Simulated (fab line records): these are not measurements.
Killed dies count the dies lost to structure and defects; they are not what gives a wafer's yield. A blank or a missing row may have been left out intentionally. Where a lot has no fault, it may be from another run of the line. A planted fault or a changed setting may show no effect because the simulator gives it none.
Which of the tools did it?	flow nand_harc	Sampling: 24 lots, 72 wafers, 6 of 1302 route steps

WHAT THE GAUGES READ, wafer by wafer
The record holds no reading of a measuring or inspecting step that can be judged against a usual standard deviation.

EACH LOT AND THE TOOL THAT RAN IT (in order: tool; ch and the chambers of the sampled wafers; start)
lot	NHARC_A_STAIRCASE_TRIM_18	NHARC_A_STAIRCASE_ETCH_21	NHARC_A_STAIRCASE_ETCH_23	NHARC_A_STAIRCASE_TRIM_24	NHARC_A_STAIRCASE_DESCUM_252	NHARC_A_STAIRCASE_DEP_259
L074	rie_diel-10 ch 0,2,3, day 16 06:15 or earlier	rie_diel-10 ch 0,1, day 16 06:15 or earlier	rie_diel-10 ch 0,1, day 16 06:15 or earlier	rie_diel-10 ch 2,3, day 16 06:15 or earlier	rie_diel-10 ch 1,2, day 16 06:15	pecvd-01 ch 0,1,2, day 16 09:28
L075	rie_diel-13 ch 0,2, day 16 20:08 or earlier	rie_diel-10 ch 1,2,3, day 16 20:08 or earlier	rie_diel-10 ch 0,2,3, day 16 20:08 or earlier	rie_diel-10 ch 0,1,3, day 16 20:08 or earlier	rie_diel-11 ch 0,1, day 16 20:08	pecvd-02 ch 0,1, day 17 00:52
L076	rie_diel-13 ch 0,1,3, day 16 21:01 or earlier	rie_diel-10 ch 0,2,3, day 16 21:01 or earlier	rie_diel-10 ch 0,2,3, day 16 21:01 or earlier	rie_diel-10 ch 0,1,2, day 16 21:01 or earlier	rie_diel-11 ch 0,1,2, day 16 21:01	pecvd-02 ch 1,2, day 17 05:10
L077	rie_diel-10 ch 1,2, day 16 21:46 or earlier	rie_diel-11 ch 0,3, day 16 21:46 or earlier	rie_diel-11 ch 0,2, day 16 21:46 or earlier	rie_diel-11 ch 1,3, day 16 21:46 or earlier	rie_diel-11 ch 2,3, day 16 21:46	pecvd-04 ch 0,1, day 17 07:01
L078	rie_diel-10 ch 1,3, day 18 05:28 or earlier	rie_diel-11 ch 0,3, day 18 05:28 or earlier	rie_diel-11 ch 0,1,3, day 18 05:28 or earlier	rie_diel-11 ch 0,1,3, day 18 05:28 or earlier	rie_diel-13 ch 0,1,3, day 18 05:28	pecvd-01 ch 0,1,2, day 18 08:21
L079	rie_diel-10 ch 0,1,2, day 18 07:00 or earlier	rie_diel-13 ch 0,1, day 18 07:00 or earlier	rie_diel-13 ch 0,3, day 18 07:00 or earlier	rie_diel-13 ch 0,2,3, day 18 07:00 or earlier	rie_diel-13 ch 0,1, day 18 07:00	pecvd-01 ch 0,1, day 18 10:14
L080	rie_diel-10 ch 0,1,3, day 18 13:04 or earlier	rie_diel-13 ch 1,3, day 18 13:04	rie_diel-13 ch 0,1, day 18 13:28 or earlier	rie_diel-11 ch 0,3, day 18 13:28	rie_diel-11 ch 0,3, day 18 23:19	pecvd-02 ch 0,2, day 19 07:28
L081	rie_diel-13 ch 1,3, day 19 15:35 or earlier	rie_diel-13 ch 1,3, day 19 15:35 or earlier	rie_diel-13 ch 1,2,3, day 19 15:35 or earlier	rie_diel-13 ch 1,2,3, day 19 15:35 or earlier	rie_diel-13 ch 0,2,3, day 19 15:35	pecvd-01 ch 0,2, day 19 18:45
L083	rie_diel-10 ch 1,2,3, day 20 01:11 or earlier	rie_diel-10 ch 1,2,3, day 20 01:11 or earlier	rie_diel-10 ch 1,2, day 20 01:11 or earlier	rie_diel-10 ch 1,3, day 20 01:11 or earlier	rie_diel-11 ch 2,3, day 20 01:11	pecvd-02 ch 0,1,2, day 20 05:06
L082	rie_diel-11 ch 1,2,3, day 20 02:57 or earlier	rie_diel-11 ch 1,2,3, day 20 02:57 or earlier	rie_diel-11 ch 0,3, day 20 02:57 or earlier	rie_diel-11 ch 1,2, day 20 02:57 or earlier	rie_diel-10 ch 1,2,3, day 20 02:57	pecvd-02 ch 0,1, day 20 06:05
L084	rie_diel-10 ch 0,3, day 20 10:17 or earlier	rie_diel-10 ch 0,3, day 20 10:17 or earlier	rie_diel-10 ch 0,3, day 20 10:17 or earlier	rie_diel-10 ch 0,1,3, day 20 10:17 or earlier	rie_diel-13 ch 1,3, day 20 10:17	pecvd-02 ch 0,1,2, day 20 16:42
L086	rie_diel-13 ch 0,1,3, day 20 15:29 or earlier	rie_diel-10 ch 0,3, day 20 15:29 or earlier	rie_diel-10 ch 0,1,3, day 20 15:29 or earlier	rie_diel-10 ch 1,2,3, day 20 15:29 or earlier	rie_diel-10 ch 0,1,2, day 20 15:29	pecvd-04 ch 0,1,2, day 20 22:27
L085	rie_diel-13 ch 0,3, day 21 03:10 or earlier	rie_diel-10 ch 2,3, day 21 03:10 or earlier	rie_diel-10 ch 0,2,3, day 21 03:10 or earlier	rie_diel-10 ch 1,2, day 21 03:10 or earlier	rie_diel-13 ch 0,2, day 21 03:10	pecvd-01 ch 0,2, day 21 06:19
L089	rie_diel-13 ch 2,3, day 22 03:11 or earlier	rie_diel-13 ch 2,3, day 22 03:11 or earlier	rie_diel-13 ch 2,3, day 22 03:11 or earlier	rie_diel-13 ch 0,2, day 22 03:11 or earlier	rie_diel-11 ch 0,1, day 22 03:11	pecvd-02 ch 0,2, day 22 06:28
L088	rie_diel-10 ch 0,1,2, day 22 02:28 or earlier	rie_diel-10 ch 2,3, day 22 02:28 or earlier	rie_diel-10 ch 0,1, day 22 02:28 or earlier	rie_diel-10 ch 1,2,3, day 22 02:28 or earlier	rie_diel-13 ch 0,2,3, day 22 02:28	pecvd-04 ch 0,2, day 22 06:28
L087	rie_diel-10 ch 0,1,2, day 22 07:56 or earlier	rie_diel-13 ch 2,3, day 22 07:56 or earlier	rie_diel-13 ch 0,2,3, day 22 07:56 or earlier	rie_diel-13 ch 0,3, day 22 07:56 or earlier	rie_diel-11 ch 0,1,2, day 22 07:56	pecvd-02 ch 0,1,2, day 22 10:48
L090	rie_diel-10 ch 1,3, day 23 09:25 or earlier	rie_diel-10 ch 1,3, day 23 09:25 or earlier	rie_diel-10 ch 0,3, day 23 09:25 or earlier	rie_diel-10 ch 0,2,3, day 23 09:25 or earlier	rie_diel-13 ch 2,3, day 23 09:25	pecvd-04 ch 0,1,2, day 23 14:20
L091	rie_diel-10 ch 0,2, day 23 08:43 or earlier	rie_diel-11 ch 0,3, day 23 08:43 or earlier	rie_diel-11 ch 2,3, day 23 08:43 or earlier	rie_diel-11 ch 0,2, day 23 08:43 or earlier	rie_diel-13 ch 0,2, day 23 08:43	pecvd-02 ch 0,1,2, day 23 11:53
L093	rie_diel-10 ch 0,1,2, day 23 17:26 or earlier	rie_diel-11 ch 0,1,2, day 23 17:26 or earlier	rie_diel-11 ch 0,1,2, day 23 17:26 or earlier	rie_diel-11 ch 0,2,3, day 23 17:26 or earlier	rie_diel-11 ch 0,1, day 23 17:26	pecvd-01 ch 0,1, day 24 00:41
L092	rie_diel-10 ch 0,1, day 23 17:58 or earlier	rie_diel-10 ch 2,3, day 23 17:58 or earlier	rie_diel-10 ch 0,1,2, day 23 17:58 or earlier	rie_diel-10 ch 0,1, day 23 17:58 or earlier	rie_diel-10 ch 1,2,3, day 23 17:58	pecvd-04 ch 1,2, day 24 01:02
L094	rie_diel-10 ch 1,2,3, day 25 03:03 or earlier	rie_diel-10 ch 0,1,3, day 25 03:03 or earlier	rie_diel-10 ch 0,1,2, day 25 03:03 or earlier	rie_diel-10 ch 0,2,3, day 25 03:03 or earlier	rie_diel-11 ch 0,1,3, day 25 03:03	pecvd-02 ch 0,2, day 25 05:57
L095	rie_diel-10 ch 2,3, day 25 03:52 or earlier	rie_diel-10 ch 0,1,2, day 25 03:52 or earlier	rie_diel-10 ch 0,1,2, day 25 03:52 or earlier	rie_diel-10 ch 0,1,3, day 25 03:52 or earlier	rie_diel-11 ch 0,3, day 25 03:52	pecvd-02 ch 0,1,2, day 25 08:04
L097	rie_diel-11 ch 2,3, day 25 22:37 or earlier	rie_diel-10 ch 0,1, day 25 22:37 or earlier	rie_diel-10 ch 0,2, day 25 22:37 or earlier	rie_diel-10 ch 1,3, day 25 22:37 or earlier	rie_diel-11 ch 0,2, day 25 22:37	pecvd-04 ch 0,2, day 26 01:58
L096	rie_diel-13 ch 0,1,2, day 26 04:35 or earlier	rie_diel-11 ch 0,1,3, day 26 04:35 or earlier	rie_diel-11 ch 0,1,3, day 26 04:35 or earlier	rie_diel-11 ch 0,2, day 26 04:35 or earlier	rie_diel-11 ch 1,2,3, day 26 04:35	pecvd-04 ch 0,1,2, day 26 13:22
- NHARC_A_STAIRCASE_TRIM_18: chemistry O2, time 211.2 s.
- NHARC_A_STAIRCASE_ETCH_21: etches the open film in C4F8/O2, target depth 100 nm, time 40.5 s.
- NHARC_A_STAIRCASE_ETCH_23: etches the open film in C4F8/O2, target depth 100 nm, time 40.5 s.
- NHARC_A_STAIRCASE_TRIM_24: chemistry O2, time 211.2 s.
- NHARC_A_STAIRCASE_DESCUM_252: chemistry O2, time 3 s.
- NHARC_A_STAIRCASE_DEP_259: deposits SiON, target thk 30 nm.

AS READ BY THE TOOLS THEMSELVES (means over the sampled wafers that have a number; for cases with no such wafer, the mark the record gives instead)
NHARC_A_STAIRCASE_TRIM_18. Usual: drypump_motor_current_A 5.69 A, standard deviation 0.28; oes_product_au 1.002 a.u., standard deviation 0.0074; rf_vpp_V 57.8 V, standard deviation 0.89; showerhead_plenum_p_Torr 3.47 Torr, standard deviation 0.14; throttle_valve_pct 17.036 %, standard deviation 0.0092.
lot	tool	drypump_motor_current_A (A)	oes_product_au (a.u.)	rf_vpp_V (V)	showerhead_plenum_p_Torr (Torr)	throttle_valve_pct (%)	flag
L074	rie_diel-10	5.66	1.007	58.1	3.39	17.040	
L075	rie_diel-13	5.88	1.002	58.2	3.42	17.033	
L076	rie_diel-13	5.60	0.996	58.8	3.41	17.035	
L077	rie_diel-10	5.43	1.002	57.5	3.36	17.040	
L078	rie_diel-10	5.88	1.013	57.9	3.44	17.036	
L079	rie_diel-10	5.50	1.001	58.3	3.43	17.040	
L080	rie_diel-10	5.72	1.005	57.3	3.47	17.034	
L081	rie_diel-13	5.58	0.989	57.2	3.35	17.042	
L083	rie_diel-10	5.62	1.001	57.2	3.58	17.033	
L082	rie_diel-11	5.78	1.001	57.8	3.49	17.036	
L084	rie_diel-10	5.73	1.005	57.8	3.45	17.038	
L086	rie_diel-13	5.60	0.992	58.0	3.39	17.032	
L085	rie_diel-13	5.54	0.992	57.7	3.42	17.034	
L089	rie_diel-13	5.94	0.998	58.3	3.31	17.031	
L088	rie_diel-10	5.47	1.006	57.8	3.60	17.037	
L087	rie_diel-10	5.45	1.000	58.6	3.60	17.033	
L090	rie_diel-10	5.87	1.007	57.5	3.42	17.032	
L091	rie_diel-10	5.49	1.005	57.5	3.58	17.032	
L093	rie_diel-10	5.48	1.003	58.9	3.59	17.031	
L092	rie_diel-10	5.56	1.000	58.2	3.50	17.033	
L094	rie_diel-10	5.65	0.999	57.7	3.55	17.021	
L095	rie_diel-10	5.56	1.003	58.5	3.64	17.028	
L097	rie_diel-11	5.91	1.002	56.4	3.43	17.034	
L096	rie_diel-13	5.85	1.004	57.2	3.52	17.035	

NHARC_A_STAIRCASE_ETCH_21. Usual: oes_product_au 0.951 a.u., standard deviation 0.018; rf_vpp_V 894 V, standard deviation 5.5.
lot	tool	oes_product_au (a.u.)	rf_vpp_V (V)	flag
L074	rie_diel-10	0.956	896	
L075	rie_diel-10	0.948	891	
L076	rie_diel-10	0.947	890	
L077	rie_diel-11	0.946	892	
L078	rie_diel-11	0.961	891	
L079	rie_diel-13	0.961	890	
L080	rie_diel-13	0.987	891	
L081	rie_diel-13	0.928	890	
L083	rie_diel-10	0.936	897	
L082	rie_diel-11	0.940	894	
L084	rie_diel-10	0.939	893	
L086	rie_diel-10	0.969	893	
L085	rie_diel-10	0.964	900	
L089	rie_diel-13	0.944	888	
L088	rie_diel-10	0.957	901	
L087	rie_diel-13	0.956	889	
L090	rie_diel-10	0.949	892	
L091	rie_diel-11	0.950	902	
L093	rie_diel-11	0.953	898	
L092	rie_diel-10	0.954	896	
L094	rie_diel-10	0.932	893	
L095	rie_diel-10	0.936	899	
L097	rie_diel-10	0.972	894	
L096	rie_diel-11	0.917	898	

NHARC_A_STAIRCASE_ETCH_23. Usual: oes_product_au 0.945 a.u., standard deviation 0.013; rf_vpp_V 894 V, standard deviation 5.4.
lot	tool	oes_product_au (a.u.)	rf_vpp_V (V)	flag
L074	rie_diel-10	0.952	896	
L075	rie_diel-10	0.942	891	
L076	rie_diel-10	0.947	891	
L077	rie_diel-11	0.923	888	
L078	rie_diel-11	0.947	892	
L079	rie_diel-13	0.952	894	
L080	rie_diel-13	0.949	891	
L081	rie_diel-13	0.935	889	
L083	rie_diel-10	0.931	902	
L082	rie_diel-11	0.936	901	
L084	rie_diel-10	0.952	894	
L086	rie_diel-10	0.965	893	
L085	rie_diel-10	0.965	897	
L089	rie_diel-13	0.941	889	
L088	rie_diel-10	0.948	895	
L087	rie_diel-13	0.943	891	
L090	rie_diel-10	0.950	893	
L091	rie_diel-11	0.943	892	
L093	rie_diel-11	0.941	897	
L092	rie_diel-10	0.942	899	
L094	rie_diel-10	0.936	898	
L095	rie_diel-10	0.944	899	
L097	rie_diel-10	0.970	898	
L096	rie_diel-11	0.929	898	

NHARC_A_STAIRCASE_TRIM_24. Usual: drypump_motor_current_A 5.74 A, standard deviation 0.3; oes_product_au 1.000 a.u., standard deviation 0.0083; rf_vpp_V 57.7 V, standard deviation 1; showerhead_plenum_p_Torr 3.49 Torr, standard deviation 0.15; throttle_valve_pct 17.036 %, standard deviation 0.0081.
lot	tool	drypump_motor_current_A (A)	oes_product_au (a.u.)	rf_vpp_V (V)	showerhead_plenum_p_Torr (Torr)	throttle_valve_pct (%)	flag
L074	rie_diel-10	5.79	1.009	57.5	3.36	17.037	
L075	rie_diel-10	5.71	0.995	57.8	3.48	17.037	
L076	rie_diel-10	5.48	1.002	58.2	3.44	17.034	
L077	rie_diel-11	5.63	0.999	57.5	3.54	17.043	
L078	rie_diel-11	5.86	0.999	57.0	3.45	17.037	
L079	rie_diel-13	5.80	0.997	58.0	3.39	17.027	
L080	rie_diel-11	6.12	0.989	57.5	3.34	17.031	
L081	rie_diel-13	5.76	0.999	58.1	3.34	17.036	
L083	rie_diel-10	5.89	1.011	58.2	3.44	17.040	
L082	rie_diel-11	5.76	0.998	57.4	3.47	17.033	
L084	rie_diel-10	5.72	1.001	57.6	3.47	17.044	
L086	rie_diel-10	5.63	1.010	58.3	3.57	17.037	
L085	rie_diel-10	5.47	1.003	58.7	3.62	17.028	
L089	rie_diel-13	6.05	0.996	57.6	3.34	17.039	
L088	rie_diel-10	5.63	1.001	58.7	3.57	17.031	
L087	rie_diel-13	5.55	0.986	57.8	3.41	17.033	
L090	rie_diel-10	5.64	1.007	56.7	3.55	17.044	
L091	rie_diel-11	6.15	0.994	58.8	3.66	17.034	
L093	rie_diel-11	6.02	0.999	57.9	3.55	17.045	
L092	rie_diel-10	5.54	1.002	57.5	3.50	17.032	
L094	rie_diel-10	5.65	1.009	57.6	3.54	17.035	
L095	rie_diel-10	5.71	1.004	57.6	3.45	17.042	
L097	rie_diel-10	5.88	1.005	56.4	3.41	17.036	
L096	rie_diel-11	6.12	0.991	58.4	3.65	17.038	

NHARC_A_STAIRCASE_DESCUM_252. Usual: drypump_motor_current_A 5.78 A, standard deviation 0.29; oes_product_au 0.995 a.u., standard deviation 0.0082; rf_vpp_V 57.8 V, standard deviation 0.93; showerhead_plenum_p_Torr 1.89 Torr, standard deviation 0.088; throttle_valve_pct 11.311 %, standard deviation 0.0095.
lot	tool	drypump_motor_current_A (A)	oes_product_au (a.u.)	rf_vpp_V (V)	showerhead_plenum_p_Torr (Torr)	throttle_valve_pct (%)	flag
L074	rie_diel-10	5.46	1.001	58.5	1.87	11.313	
L075	rie_diel-11	5.73	0.988	58.1	1.89	11.314	
L076	rie_diel-11	5.86	0.995	57.8	1.86	11.303	
L077	rie_diel-11	5.92	0.991	58.0	1.87	11.301	
L078	rie_diel-13	5.60	0.992	57.3	1.84	11.312	
L079	rie_diel-13	5.67	0.996	57.3	1.83	11.309	
L080	rie_diel-11	5.98	0.992	58.1	1.84	11.313	
L081	rie_diel-13	5.79	0.999	57.1	1.83	11.305	
L083	rie_diel-11	5.92	0.996	58.1	1.87	11.312	
L082	rie_diel-10	5.65	1.006	57.5	1.94	11.313	
L084	rie_diel-13	5.57	0.992	56.9	1.80	11.313	
L086	rie_diel-10	5.46	1.000	58.7	1.96	11.308	
L085	rie_diel-13	6.04	0.996	57.6	1.80	11.309	
L089	rie_diel-11	5.71	0.990	58.2	1.98	11.301	
L088	rie_diel-13	5.77	0.991	57.9	1.82	11.308	
L087	rie_diel-11	5.87	0.993	57.8	1.95	11.310	
L090	rie_diel-13	5.70	1.000	57.2	1.91	11.318	
L091	rie_diel-13	5.89	1.013	58.3	1.94	11.317	
L093	rie_diel-11	5.72	0.994	58.2	1.97	11.301	
L092	rie_diel-10	5.64	1.010	58.4	1.93	11.317	
L094	rie_diel-11	5.85	0.986	58.2	1.95	11.312	
L095	rie_diel-11	6.01	0.995	58.6	1.93	11.321	
L097	rie_diel-11	6.11	0.983	57.4	1.99	11.315	
L096	rie_diel-11	5.77	0.996	56.7	1.88	11.312	

NHARC_A_STAIRCASE_DEP_259. Usual: heater_power_w 720 W, standard deviation 68; susceptor_temp_C 399.98 C, standard deviation 0.22.
lot	tool	heater_power_w (W)	susceptor_temp_C (C)	flag
L074	pecvd-01	718	400.33	
L075	pecvd-02	760	399.97	
L076	pecvd-02	754	399.76	
L077	pecvd-04	617	399.85	
L078	pecvd-01	749	399.98	
L079	pecvd-01	701	399.84	
L080	pecvd-02	693	399.85	
L081	pecvd-01	757	399.98	
L083	pecvd-02	773	400.01	
L082	pecvd-02	773	399.84	
L084	pecvd-02	743	400.03	
L086	pecvd-04	664	399.90	
L085	pecvd-01	781	399.85	
L089	pecvd-02	811	400.05	
L088	pecvd-04	739	400.03	
L087	pecvd-02	742	400.05	
L090	pecvd-04	674	399.95	
L091	pecvd-02	740	400.12	
L093	pecvd-01	680	399.99	
L092	pecvd-04	656	399.82	
L094	pecvd-02	714	399.92	
L095	pecvd-02	742	400.15	
L097	pecvd-04	700	399.97	
L096	pecvd-04	649	400.05	

THE ANSWER, worked out from the rows above alone
Rule: lot off if the mean of its wafers having a number is beyond 3 standard deviations from the usual mean. A lot without any number at a reading at which 4 lots or more have one is off too. The other lots that the step has rows for count as sound. After the gauges, taken in route order, come the tools' own readings; for these a lot's mean is taken, as printed above. At the first step where some lot is off, the reading lying furthest off is the one used; lots without a number count as furthest.
None of the lots is off at any reading shown; this tells nothing.

WHAT HAD BEEN PUT IN BY THE SIMULATOR
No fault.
